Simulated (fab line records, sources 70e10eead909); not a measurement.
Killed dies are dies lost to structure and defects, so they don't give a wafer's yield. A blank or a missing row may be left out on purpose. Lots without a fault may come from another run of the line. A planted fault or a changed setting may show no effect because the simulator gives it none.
Chamber matching | flow nand_harc | NHARC_P_GATE_DESCUM_93 on rie_diel-07: 4 sister chambers
The step chemistry O2, time 3 s. 33 wafers are shown with their chamber, then 12 later ones without.

WAFERS WITH THEIR CHAMBER
wafer  | chamber | showerhead_plenum_p_Torr (Torr) | drypump_motor_current_A (A) | oes_product_au (a.u.)
L074.1 | 1       | 1.83                            | 5.85                        | 1.012
L074.3 | 0       | 1.84                            | 5.84                        | 0.997
L074.5 | 0       | 1.84                            | 5.85                        | 0.994
L075.2 | 3       | 1.95                            | 5.53                        | 1.001
L075.3 | 0       | 1.84                            | 5.87                        | 0.989
L075.6 | 3       | 1.95                            | 5.53                        | 0.993
L078.2 | 1       | 1.83                            | 5.85                        | 1.008
L078.5 | 3       | 1.95                            | 5.54                        | 0.993
L078.6 | 2       | 1.95                            | 5.84                        | 0.998
L080.1 | 3       | 1.95                            | 5.56                        | 0.999
L080.2 | 0       | 1.84                            | 5.87                        | 0.992
L080.6 | 2       | 1.95                            | 5.85                        | 0.988
L079.1 | 0       | 1.84                            | 5.80                        | 1.001
L079.4 | 1       | 1.83                            | 5.88                        | 1.008
L079.6 | 2       | 1.95                            | 5.82                        | 0.994
L082.3 | 3       | 1.95                            | 5.56                        | 1.000
L082.4 | 0       | 1.84                            | 5.91                        | 1.004
L082.6 | 3       | 1.95                            | 5.57                        | 1.002
L085.1 | 0       | 1.84                            | 5.84                        | 0.996
L085.3 | 1       | 1.82                            | 5.86                        | 0.995
L085.4 | 3       | 1.95                            | 5.57                        | 1.005
L084.2 | 3       | 1.95                            | 5.56                        | 0.984
L084.3 | 1       | 1.82                            | 5.89                        | 1.008
L084.6 | 2       | 1.95                            | 5.84                        | 0.987
L087.1 | 1       | 1.82                            | 5.90                        | 0.997
L087.2 | 0       | 1.84                            | 5.85                        | 0.996
L087.3 | 3       | 1.95                            | 5.55                        | 0.993
L088.2 | 1       | 1.82                            | 5.87                        | 1.001
L088.5 | 1       | 1.82                            | 5.91                        | 1.003
L088.6 | 2       | 1.95                            | 5.84                        | 0.992
L089.1 | 3       | 1.94                            | 5.55                        | 0.987
L089.4 | 1       | 1.82                            | 5.86                        | 0.998
L089.5 | 3       | 1.94                            | 5.58                        | 0.978

SIGNATURES (means of the wafers above)
reading                  | chamber 0 | chamber 1 | chamber 2 | chamber 3 | scatter within a chamber
showerhead_plenum_p_Torr | 1.8400    | 1.8233    | 1.9500    | 1.9482    | 0.00354
drypump_motor_current_A  | 5.8537    | 5.8744    | 5.8380    | 5.5545    | 0.0219
oes_product_au           | 0.99612   | 1.00333   | 0.99180   | 0.99409   | 0.0065
Rule: a wafer's distance from a chamber is the root of the sum, over the readings, of the square of ((its reading less the chamber's mean) divided by the reading's scatter). The wafer belongs to the nearest chamber; if the next one is less than 2 further off, it can't be placed. The scatter: the root of (the sum of the squares of (reading less its chamber's mean) over the shown wafers, divided by (wafers less chambers)).

WAFERS WITHOUT THEIR CHAMBER
wafer  | showerhead_plenum_p_Torr (Torr) | drypump_motor_current_A (A) | oes_product_au (a.u.)
L090.1 | 1.82                            | 5.87                        | 1.009
L090.2 | 1.94                            | 5.56                        | 1.004
L090.4 | 1.95                            | 5.82                        | 0.995
L091.1 | 1.95                            | 5.84                        | 0.983
L091.3 | 1.82                            | 5.87                        | 0.998
L091.5 | 1.94                            | 5.54                        | 0.992
L093.1 | 1.95                            | 5.84                        | 0.992
L093.2 | 1.82                            | 5.87                        | 1.010
L093.3 | 1.94                            | 5.56                        | 1.005
L096.1 | 1.94                            | 5.54                        | 0.988
L096.4 | 1.83                            | 5.85                        | 0.985
L096.5 | 1.84                            | 5.90                        | 0.994

WHICH CHAMBER EACH WENT THROUGH
wafer  | from the rows above     | in truth
L090.1 | 1                       | 1
L090.2 | 3                       | 3
L090.4 | 2                       | 2
L091.1 | 2                       | 2
L091.3 | 1                       | 1
L091.5 | 3                       | 3
L093.1 | 2                       | 2
L093.2 | 1                       | 1
L093.3 | 3                       | 3
L096.1 | 3                       | 3
L096.4 | can't be placed: 0 or 1 | 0
L096.5 | 0                       | 0
Placed correctly: 11 of 12. Can't be placed from these rows: 1 (the true chamber is among the candidates in 1). Placed wrongly: 0.
